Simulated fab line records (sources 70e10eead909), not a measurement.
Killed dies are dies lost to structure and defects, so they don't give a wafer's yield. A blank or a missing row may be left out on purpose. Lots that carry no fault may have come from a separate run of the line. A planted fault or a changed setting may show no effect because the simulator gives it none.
A struck lot beside a sound one -- flow nand-harc -- 14 steps out of a route of 1302
Sound: wafers L946.2, L946.3, L946.6. Struck: wafer L940.5 (L940.1, L940.2, from the same lot, were not struck and are left out); the cause is given at the end.
Each step with rows lists, per side, the tool, then ch with its chambers, then its first start. Under that, the readings that differ: sound wafers -- struck wafers -- difference of the means -- sigmas: that difference in standard deviations of wafers without a fault.
alike: readings with means less than 2 such deviations apart, plus words and numbers identical on both sides. not compared: withheld readings, readings lacking a value on some wafer, bounds such as >300 that could conceal the same value, and numbers that have no deviation in the record and whose values overlap.
The two part at a step that has a row with sigmas, a row that says differs or no value, or rows on one side only. Non-overlapping numbers with no deviation appear without sigmas and do not part them. A reading missing from all wafers of one side parts the sides only when that side holds two or more wafers.

NHARC_A_ONON_D1_THK_MEAS_30: measures by ellipsometry.
  sound on film-metro-01 at day 16 11:20; struck on film-metro-01 at day 13 18:22
  alike: thk-nm
NHARC_A_ONON_D1_DEP_33: deposits SiO2, target thk 200 nm.
  sound on pecvd-02 ch 0,1,2, day 16 11:33; struck on pecvd-01 ch 2, day 13 18:25
  alike: flow-sccm, heater-power-outer-w, heater-power-w, mfc-precursor-sccm, susceptor-temp-C, throttle-valve-pct
NHARC_A_ONON_D1_THK_MEAS_34: measures by ellipsometry.
  sound on film-metro-01 at day 16 11:58; struck on film-metro-01 at day 13 18:50
  alike: thk-nm
NHARC_A_ONON_D1_INSPECT_32:
  sound on defect-inspect-02 at day 16 12:02; struck on defect-inspect-01 at day 13 18:56
  alike: raw-defect-count
NHARC_A_CHANNEL_HOLE_D1_DEP_00: deposits aC, target thk 3100 nm.
  sound on acl-dep-03 ch 0, day 16 13:01; struck on acl-dep-02 ch 0, day 13 19:08
  alike: susceptor-temp-C, throttle-valve-pct
NHARC_A_CHANNEL_HOLE_D1_DEP_01: deposits SiON, target thk 140 nm.
  sound on pecvd-02 ch 0,2, day 16 14:37; struck on pecvd-03 ch 1, day 13 21:04
  alike: heater-power-outer-w, heater-power-w, susceptor-temp-C
then, 5 steps without rows for these wafers: NHARC_A_CHANNEL_HOLE_D1_DEHYDRATE_02 (time 120 s); NHARC_A_CHANNEL_HOLE_D1_HMDS_03 (time 30 s); NHARC_A_CHANNEL_HOLE_D1_COAT_36 (time 75 s); NHARC_A_CHANNEL_HOLE_D1_COAT_37 (time 65 s); NHARC_A_CHANNEL_HOLE_D1_COAT_04 (resist thk 90 nm).
NHARC_A_CHANNEL_HOLE_D1_SOFTBAKE_05: time 55 s.
  sound on litho-track-01 ch 0, day 16 14:00; struck on litho-track-01 ch 0, day 13 21:00
reading,sound,struck,difference,sigmas
heater-power-total-W (W),188.31 188.75 188.46,194.30,+5.79,+45
  alike: chill-plate-temp-C
following that, these wafers have no rows for 1 step: NHARC_A_CHANNEL_HOLE_D1_EBR_06.
NHARC_END_SORT_01:
  the record has rows for the sound wafers here (prober-01 ch 0, day 33 05:37) and none for the struck ones

WHERE THEY PART
First at NHARC_A_CHANNEL_HOLE_D1_SOFTBAKE_05; last, within this record, at NHARC_END_SORT_01.

WHY: whatever the simulator had introduced
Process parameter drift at NHARC_A_CHANNEL_HOLE_D1_SOFTBAKE_05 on litho-track-01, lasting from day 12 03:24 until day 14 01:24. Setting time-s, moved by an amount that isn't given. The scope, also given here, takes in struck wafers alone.
